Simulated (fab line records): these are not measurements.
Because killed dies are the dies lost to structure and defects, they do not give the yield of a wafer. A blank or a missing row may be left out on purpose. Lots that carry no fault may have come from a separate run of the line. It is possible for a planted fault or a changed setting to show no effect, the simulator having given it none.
Commonality check across tools :: flow nand harc :: Lots sampled 12, wafers sampled 36

== WHY THIS WAS OPENED ==
At NHARC_A_CHANNEL_HOLE_D1_INSPECT_40 the reading raw defect count is flagged on 2 of 12 lots. Wafers without a fault read 59, standard deviation 16.
Rule: a lot is flagged in two cases, either no wafer of it has a number, or all its wafers with numbers fall more than 4 standard deviations from that mean. The other lots count as sound.

lot: L119
measured: day 7 22:40
on: defect inspect-01
raw defect count, wafer by wafer: 55 38 39
flag: 

lot: L123
measured: day 9 09:50
on: defect inspect-01
raw defect count, wafer by wafer: 39 49 86
flag: 

lot: L122
measured: day 9 09:55
on: defect inspect-02
raw defect count, wafer by wafer: 62 68 56
flag: 

lot: L121
measured: day 9 14:11
on: defect inspect-01
raw defect count, wafer by wafer: 49 43 61
flag: 

lot: L125
measured: day 10 00:26
on: defect inspect-01
raw defect count, wafer by wafer: 119 78 74
flag: 

lot: L129
measured: day 11 05:46
on: defect inspect-01
raw defect count, wafer by wafer: 46 39 51
flag: 

lot: L132
measured: day 11 14:01
on: defect inspect-02
raw defect count, wafer by wafer: 935 873 924
flag: FLAGGED

lot: L134
measured: day 11 23:32
on: defect inspect-02
raw defect count, wafer by wafer: 876 865 869
flag: FLAGGED

lot: L137
measured: day 12 23:22
on: defect inspect-01
raw defect count, wafer by wafer: 58 80 72
flag: 

lot: L136
measured: day 13 03:36
on: defect inspect-02
raw defect count, wafer by wafer: 66 59 64
flag: 

lot: L140
measured: day 14 01:36
on: defect inspect-01
raw defect count, wafer by wafer: 36 33 41
flag: 

lot: L142
measured: day 14 05:45
on: defect inspect-02
raw defect count, wafer by wafer: 80 57 78
flag: 
Average over the flagged lots: 890; offset from the usual +831, equal to +52 standard deviations.

== WHICH TOOL RAN EACH LOT ==
The record keeps 1 process step preceding the reading, out of 1159 steps on the route. Every cell lists first the tool, next ch and the chambers used by the sampled wafers, and last the start.
lot: L119
flag: 
NHARC_A_CHANNEL_HOLE_D1_ETCH_33: har etch-02 ch 0,1, day 7 20:56

lot: L123
flag: 
NHARC_A_CHANNEL_HOLE_D1_ETCH_33: har etch-02 ch 1, day 9 08:06

lot: L122
flag: 
NHARC_A_CHANNEL_HOLE_D1_ETCH_33: har etch-01 ch 0,1, day 9 08:09

lot: L121
flag: 
NHARC_A_CHANNEL_HOLE_D1_ETCH_33: har etch-02 ch 0, day 9 12:20

lot: L125
flag: 
NHARC_A_CHANNEL_HOLE_D1_ETCH_33: har etch-01 ch 0, day 9 22:43

lot: L129
flag: 
NHARC_A_CHANNEL_HOLE_D1_ETCH_33: har etch-02 ch 0,1, day 11 03:58

lot: L132
flag: FLAGGED
NHARC_A_CHANNEL_HOLE_D1_ETCH_33: har etch-01 ch 0,1, day 11 12:19

lot: L134
flag: FLAGGED
NHARC_A_CHANNEL_HOLE_D1_ETCH_33: har etch-01 ch 0,1, day 11 21:44

lot: L137
flag: 
NHARC_A_CHANNEL_HOLE_D1_ETCH_33: har etch-02 ch 0,1, day 12 21:41

lot: L136
flag: 
NHARC_A_CHANNEL_HOLE_D1_ETCH_33: har etch-02 ch 0,1, day 13 01:49

lot: L140
flag: 
NHARC_A_CHANNEL_HOLE_D1_ETCH_33: har etch-02 ch 0,1, day 13 23:56

lot: L142
flag: 
NHARC_A_CHANNEL_HOLE_D1_ETCH_33: har etch-02 ch 0,1, day 14 04:03
These steps, and what they do:
- NHARC_A_CHANNEL_HOLE_D1_ETCH_33: etches the open film in C4F8/O2/Ar, time 90 s, target depth 400 nm.
- NHARC_A_CHANNEL_HOLE_D1_INSPECT_40

== FLAGGED OVER TOTAL, TOOL BY TOOL (the gauges that took the reading come last) ==
step: NHARC_A_CHANNEL_HOLE_D1_ETCH_33
tool: har etch-01
lots run: 4
flagged: 2
share of the flagged lots: all
sound lots run after its first flagged lot: 0

step: NHARC_A_CHANNEL_HOLE_D1_ETCH_33
tool: har etch-02
lots run: 8
flagged: 0
share of the flagged lots: none
sound lots run after its first flagged lot: -

step: NHARC_A_CHANNEL_HOLE_D1_INSPECT_40
tool: defect inspect-01
lots run: 7
flagged: 0
share of the flagged lots: none
sound lots run after its first flagged lot: -

step: NHARC_A_CHANNEL_HOLE_D1_INSPECT_40
tool: defect inspect-02
lots run: 5
flagged: 2
share of the flagged lots: all
sound lots run after its first flagged lot: 2 (L136,L142)

== WHAT IS ALLOWED BY THE TABLE ==
Every flagged lot went through 2 rows of the table: har etch-01 at NHARC_A_CHANNEL_HOLE_D1_ETCH_33 and defect inspect-02 at NHARC_A_CHANNEL_HOLE_D1_INSPECT_40.
- har etch-01 at NHARC_A_CHANNEL_HOLE_D1_ETCH_33: 2 of its 4 lots flagged. Its last sound lot is L125 (day 9 22:43), its first flagged lot L132 (day 11 12:19): a fault that began between those two fits.
- defect inspect-02 at NHARC_A_CHANNEL_HOLE_D1_INSPECT_40: 2 of its 5 lots flagged. Sound lots ran on it after the first flagged one (L136, L142), which a lasting fault on the whole tool wouldn't allow.
Just one tool remains: har etch-01 at NHARC_A_CHANNEL_HOLE_D1_ETCH_33.

== WHAT HAD BEEN PUT IN BY THE SIMULATOR ==
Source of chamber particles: har etch-01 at NHARC_A_CHANNEL_HOLE_D1_ETCH_33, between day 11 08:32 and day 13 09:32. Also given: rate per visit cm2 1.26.
Struck lots among those shown: L132, L134. The rule above reached the same finding.
